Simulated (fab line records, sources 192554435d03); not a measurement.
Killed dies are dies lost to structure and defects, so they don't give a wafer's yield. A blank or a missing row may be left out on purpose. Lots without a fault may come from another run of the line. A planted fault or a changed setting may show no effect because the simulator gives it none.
Chamber matching | flow n5_finfet | N5_BEOL_M0_SAQP_MANDREL_ETCH_103 on rie_si-03: 4 sister chambers
The step etches a-Si in HBr/Cl2, stops on SiCN, target depth 45 nm, bt time 10 s, time 27 s. 4 wafers are shown with their chamber, then 12 later ones without.

WAFERS WITH THEIR CHAMBER
wafer  | chamber | throttle_valve_pct (%)
L083.5 | 3       | 35.7
L084.3 | 1       | 36.2
L089.3 | 2       | 35.5
L089.6 | 0       | 36.6

WAFERS WITHOUT THEIR CHAMBER
wafer  | throttle_valve_pct (%)
L090.2 | 35.7
L090.3 | 35.5
L090.6 | 36.6
L093.2 | 36.6
L093.4 | 36.3
L093.6 | 35.7
L094.4 | 36.6
L094.5 | 35.5
L094.6 | 35.7
L095.1 | 35.7
L095.2 | 36.6
L095.4 | 35.5

WHICH CHAMBER EACH WENT THROUGH
wafer  | from the rows above | in truth
L090.2 | 3                   | 3
L090.3 | 2                   | 2
L090.6 | 0                   | 0
L093.2 | 0                   | 0
L093.4 | 1                   | 1
L093.6 | 3                   | 3
L094.4 | 0                   | 0
L094.5 | 2                   | 2
L094.6 | 3                   | 3
L095.1 | 3                   | 3
L095.2 | 0                   | 0
L095.4 | 2                   | 2
Placed correctly: 12 of 12. Can't be placed from these rows: 0. Placed wrongly: 0.
How it was worked out, from the rows above alone: a wafer's distance from a chamber is the root of the sum, over the readings, of the square of ((its reading less the chamber's mean) divided by the reading's scatter). The wafer belongs to the nearest chamber; if the next one is less than 2 further off, it can't be placed. A chamber's mean is the mean of its shown wafers. The scatter: with one shown wafer a chamber, the root of the mean of the squares of how far each hidden wafer lies from its nearest shown one.
